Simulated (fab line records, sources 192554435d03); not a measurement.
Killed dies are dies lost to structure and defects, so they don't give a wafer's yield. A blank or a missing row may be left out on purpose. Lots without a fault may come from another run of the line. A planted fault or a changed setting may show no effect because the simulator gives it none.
Split-lot experiment | flow n5_finfet | 7 lots, 21 wafers read, on a route of 1938 steps

THE SPLIT
At N5_FIN_SAQP_ETCH_65 (etches SiO2 in CF4, target depth 4 nm, time 4.4 s), the setting time_s was moved away from the recipe's 4.4 s on 10 of the 21 wafers read, by -21.1% to +15.5%. The other wafers ran this setting at the recipe's value.

The reading is taken at the split's own step.

THE READING
etch.depth_nm (the simulator's own value, which no gauge read), in nm, at N5_FIN_SAQP_ETCH_65 (etches SiO2 in CF4, target depth 4 nm, time 4.4 s). The file gives no usual value for it. The 11 wafers here that ran the recipe average 3.969 nm, standard deviation 0.11 nm.

wafer  | tool, chamber at the split | time_s as run, s | against the recipe | etch.depth_nm, nm | against lot-mates on the recipe
L077.3 | rie_si-02, 2               | 3.473            | -21.1%             | 3.163             | -0.767
L077.5 | rie_si-02, 3               | 4.4              | recipe             | 3.93              | -
L077.6 | rie_si-02, 1               | 3.473            | -21.1%             | 3.011             | -0.919
L081.3 | rie_si-04, 0               | 3.485            | -20.8%             | 3.113             | -1.030
L081.4 | rie_si-04, 2               | 4.4              | recipe             | 4.143             | -
L081.5 | rie_si-04, 2               | 3.485            | -20.8%             | 3.303             | -0.840
L084.1 | rie_si-04, 2               | 4.4              | recipe             | 4.137             | -
L084.2 | rie_si-04, 1               | 3.582            | -18.6%             | 3.222             | -0.796
L084.3 | rie_si-04, 0               | 4.4              | recipe             | 3.898             | -
L085.2 | rie_si-02, 0               | 4.4              | recipe             | 4.102             | -
L085.3 | rie_si-02, 2               | 4.4              | recipe             | 3.987             | -
L085.5 | rie_si-02, 2               | 4.4              | recipe             | 3.994             | -
L089.1 | rie_si-04, 3               | 4.4              | recipe             | 3.87              | -
L089.4 | rie_si-04, 2               | 4.1              | -6.8%              | 3.778             | -0.079
L089.5 | rie_si-04, 0               | 4.4              | recipe             | 3.845             | -
L091.1 | rie_si-02, 3               | 5.081            | +15.5%             | 4.535             | +0.757
L091.4 | rie_si-02, 0               | 5.081            | +15.5%             | 4.609             | +0.831
L091.6 | rie_si-02, 1               | 4.4              | recipe             | 3.778             | -
L094.2 | rie_si-06, 2               | 4.4              | recipe             | 3.974             | -
L094.4 | rie_si-06, 1               | 5.061            | +15.0%             | 4.581             | +0.607
L094.6 | rie_si-06, 3               | 5.061            | +15.0%             | 4.612             | +0.638

THE FIT
A straight line over all 21 wafers: etch.depth_nm changes by +0.0396 nm for each +1% of time_s; r = +0.98; the points scatter about the line by 0.1 nm.
The same after taking each lot's own level away (the mean of its wafers on the recipe; 21 wafers): +0.0436 nm for each +1%; r = +0.99; scatter 0.089 nm.
On that fit, the largest move of time_s shifts the reading by 0.92 nm.
The lots' own levels span 3.7780 to 4.1430 nm, that is 3.2 times the standard deviation above.
So the lot-to-lot level changes the slope little: the two slopes agree.
Check: with one of the wafers moved furthest among these (-21.1%) left out of the fit, the line predicts -0.921 nm for it against its lot-mates. It came out at -0.767 nm against them.

OTHER SPLITS ON THESE WAFERS
These wafers also went through other splits before the reading. Each is held against what the fit with the lots' levels taken away leaves over:
other split on the same wafers  | wafers away from the commonest value | r with etch.depth_nm (lot level and that fit taken away)
N5_ZERO_LAYER_COAT_05 spin_rpm  | 7                                    | -0.19
N5_ZERO_LAYER_EXPOSE_08 dose_mj | 7                                    | -0.36
N5_WELL_APT_EXPOSE_05 dose_mj   | 9                                    | -0.26
N5_WELL_APT_PEB_06 peb_time_s   | 9                                    | +0.26

THE FILE'S OWN FIT
etch.depth_nm changes by +0.0428 nm for each +1% of time_s, r = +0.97.
